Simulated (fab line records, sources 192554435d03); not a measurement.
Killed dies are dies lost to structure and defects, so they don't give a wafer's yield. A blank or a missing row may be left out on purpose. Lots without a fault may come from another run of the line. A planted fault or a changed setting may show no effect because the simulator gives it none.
Which tool did it? | flow n5_finfet | 14 lots, 42 wafers sampled, at 1 step of a route of 1938

WHAT THE GAUGES READ, wafer by wafer
N5_BEOL_M12_THK_MEAS_01.
lot  | measured     | on            | M12_ILD_THK (nm)
L137 | day 11 18:58 | film_metro-02 | 653 665 678
L140 | day 12 13:28 | film_metro-01 | 649 660 660
L141 | day 13 05:22 | film_metro-01 | 650 652 661
L143 | day 13 11:30 | film_metro-02 | 646 659 656
L144 | day 13 22:05 | film_metro-01 | 656 649 647
L146 | day 14 09:08 | film_metro-02 | 659 653 665
L149 | day 14 13:40 | film_metro-02 | 650 648 657
L148 | day 15 03:07 | film_metro-02 | 645 655 659
L150 | day 15 04:37 | film_metro-02 | 657 652 661
L151 | day 15 11:32 | film_metro-01 | 656 646 655
L152 | day 15 11:34 | film_metro-02 | 655 649 651
L153 | day 15 18:49 | film_metro-01 | 650 656 656
L155 | day 16 11:13 | film_metro-02 | 649 669 660
L154 | day 16 13:54 | film_metro-01 | 660 665 670

WHICH TOOL RAN EACH LOT (tool, then ch and the chambers of the sampled wafers, then the start)
The record holds no process step before these readings.

WHAT THE TOOLS THEMSELVES READ (means of the sampled wafers that have a number; where no wafer has one, the mark that the record gives instead)
The record holds no such reading with a usual standard deviation.

THE ANSWER, worked out from the rows above alone
Rule: what is usual is taken from the lots themselves. Put in order of their means at a reading, lots are off if they are a third of the lots or fewer, leave a main group of 4 or more, and stand apart from it by a gap of 3 or more times the standard deviation of the main group's means; of several such gaps the widest counts. A main group whose means are all the same, to the digits that the tables above print for the reading, isn't used. A lot without any number at a reading at which 4 lots or more have one is off too. The other lots that the step has rows for count as sound. The gauges are gone through in route order, then the tools' own readings, and for those a lot's mean is taken as printed above. The first step at which some lot is off is used, and at that step the reading that is off furthest; a lot without a number counts as furthest.
No lot is off at any reading shown: from this, nothing can be told.

WHAT THE SIMULATOR HAD PUT IN
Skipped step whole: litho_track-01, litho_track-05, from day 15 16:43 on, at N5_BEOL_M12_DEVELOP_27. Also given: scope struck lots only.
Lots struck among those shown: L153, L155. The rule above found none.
